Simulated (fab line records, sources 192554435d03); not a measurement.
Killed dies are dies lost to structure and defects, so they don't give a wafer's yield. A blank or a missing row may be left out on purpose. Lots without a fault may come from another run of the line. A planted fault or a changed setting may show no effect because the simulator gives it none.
A struck lot beside a sound one | flow n5_finfet | 20 steps out of a route of 1938
Sound: wafers L918.1, L918.2, L918.5. Struck: wafer L928.2. (L928.4 of the same lot was not struck and is left out.) The cause comes at the end.
At each step with rows: each side's tool, then ch and its chambers, then its first start. Under that, the readings that differ: sound wafers | struck wafers | difference of the means | sigmas: that difference in standard deviations of wafers without a fault.
alike: readings whose means differ by less than 2 such deviations, and words and numbers that are the same on both sides. not compared: withheld readings, readings that some wafer has no value for, bounds like >300 that may hide the same value, and numbers for which the record gives no deviation and whose values overlap.
The two part at a step that has a row with sigmas, a row that says differs or no value, or rows on one side only. Numbers that don't overlap but have no deviation are shown without sigmas and don't part them. A reading that every wafer of one side lacks parts them only if that side has two wafers or more.

first, 9 steps without rows for these wafers: N5_MOL_CONTACT_COAG_COAT_62 (time 60 s, resist thk 60 nm); N5_MOL_CONTACT_COAG_COAT_63 (time 60 s, resist thk 10 nm); N5_MOL_CONTACT_COAG_COAT_64 (time 60 s, resist thk 10 nm); N5_MOL_CONTACT_COAG_COAT_34 (resist thk 40 nm); N5_MOL_CONTACT_COAG_EBR_36; N5_MOL_CONTACT_COAG_SOFTBAKE_35 (time 60 s); N5_MOL_CONTACT_COAG_EXPOSE_37 (exposes mask VD, defocus 0 nm); N5_MOL_CONTACT_COAG_PEB_38 (peb time 60 s); N5_MOL_CONTACT_COAG_DEVELOP_39 (develop time 30 s).
N5_MOL_CONTACT_COAG_CD_MEAS_40: target cd 25.1 nm.
  sound on cd_sem-03 ch 0, day 6 02:56; struck on cd_sem-02 ch 0, day 8 15:44
  alike: cd_nm
N5_MOL_CONTACT_COAG_OVL_MEAS_41:
  sound on overlay-01 ch 0, day 6 02:58; struck on overlay-02 ch 0, day 8 15:46
  alike: VD_OVL
N5_MOL_CONTACT_COAG_INSPECT_42: inspects for defects (brightfield).
  sound on defect_inspect-01, day 6 03:02; struck on defect_inspect-02, day 8 15:49
  alike: raw_defect_count
N5_MOL_CONTACT_COAG_DESCUM_45: chemistry O2, time 7 s.
  sound on rie_diel-02 ch 0,1, day 6 03:07; struck on rie_diel-02 ch 0, day 8 15:58
  reading                                               | sound      | struck | difference | sigmas
  model.CAR-EUV_of_MOL_CONTACT_COAG_COAT_34.thk_nm (nm) | 36 36.2 36 | 35.4   | -0.7       |
  alike: drypump_motor_current_A, oes_product_au, rf_vpp_V, showerhead_plenum_p_Torr, throttle_valve_pct
  not compared: rf_hours_counter_h
N5_MOL_CONTACT_COAG_ETCH_65: etches underlayer in N2/H2, target depth 13 nm, time 10.4 s.
  sound on rie_diel-02 ch 0,1, day 6 03:08; struck on rie_diel-02 ch 0, day 8 16:01
  alike: drypump_motor_current_A, etch_rf_on_time_s, h2_flow_sccm, n2_flow_sccm, oes_product_au, rf_vpp_V, showerhead_plenum_p_Torr, throttle_valve_pct
  not compared: rf_hours_counter_h
N5_MOL_CONTACT_COAG_ETCH_66: etches SiARC in CF4, target depth 13 nm, time 21.7 s.
  sound on rie_diel-02 ch 0,1, day 6 03:10; struck on rie_diel-02 ch 0, day 8 16:01
  alike: drypump_motor_current_A, etch_rf_on_time_s, oes_product_au, rf_vpp_V, showerhead_plenum_p_Torr, throttle_valve_pct
  not compared: rf_hours_counter_h
N5_MOL_CONTACT_COAG_ALD_133: deposits SiO2, target thk 5 nm, pulse time 1 s, co reactant pulse time 1 s.
  sound on ald_sin-02 ch 0,2,3, day 6 03:14; struck on ald_sin-02 ch 1, day 8 16:08
  alike: heater_power_w, precursor_pulse_height_rel
  not compared: since_wet_clean_h
N5_MOL_CONTACT_COAG_ETCHBACK_134: etches SiO2 in CHF3, target depth 10 nm, time 6.7 s.
  sound on rie_diel-04 ch 0,1, day 6 03:28; struck on rie_diel-04 ch 1, day 8 16:19
  reading                                               | sound          | struck | difference | sigmas
  model.CAR-EUV_of_MOL_CONTACT_COAG_COAT_34.thk_nm (nm) | 15.6 15.6 15.6 | 14.8   | -0.8       |
  alike: drypump_motor_current_A, oes_f_703_au, oes_product_au, rf_vpp_V, showerhead_plenum_p_Torr, throttle_valve_pct
  not compared: rf_hours_counter_h
N5_MOL_CONTACT_COAG_ETCH_67: etches SOC in N2/H2, target depth 60 nm, overetch 21 nm, time 101.2 s.
  sound on rie_diel-04 ch 0,1, day 6 03:30; struck on rie_diel-04 ch 1, day 8 16:21
  reading             | sound             | struck | difference | sigmas
  h2_flow_sccm (sccm) | 200.8 199.8 200.1 | 198.9  | -1.3       | -2
  alike: drypump_motor_current_A, n2_flow_sccm, oes_product_au, rf_vpp_V, showerhead_plenum_p_Torr, throttle_valve_pct
  not compared: rf_hours_counter_h
-- the record jumps here: 3 days lie between the struck wafers' starts before and after (it left off in module MOL_CONTACT_COAG and takes up again in module BEOL_M4, whose first step shown is number 1111 of the route) --
N5_BEOL_M4_RC_MEAS_101:
  sound on prober-02 ch 0, day 8 13:54; struck on prober-02 ch 0, day 11 09:49
  alike: DIBL_N, DIBL_P, IOFF_N, IOFF_P, ION_N, ION_P, SS_N, SS_P, VT_N, VT_P
-- the record jumps here: 4 days lie between the struck wafers' starts before and after (it left off in module BEOL_M4 and takes up again in module PASSIVATION, whose first step shown is number 1936 of the route) --
N5_PASSIVATION_PROBE_49:
  the record has rows for the struck wafers here (prober-02, day 15 15:26) and none for the sound ones

WHERE THEY PART
First at N5_MOL_CONTACT_COAG_ETCH_67; last, within this record, at N5_PASSIVATION_PROBE_49.

WHY: what the simulator had put in
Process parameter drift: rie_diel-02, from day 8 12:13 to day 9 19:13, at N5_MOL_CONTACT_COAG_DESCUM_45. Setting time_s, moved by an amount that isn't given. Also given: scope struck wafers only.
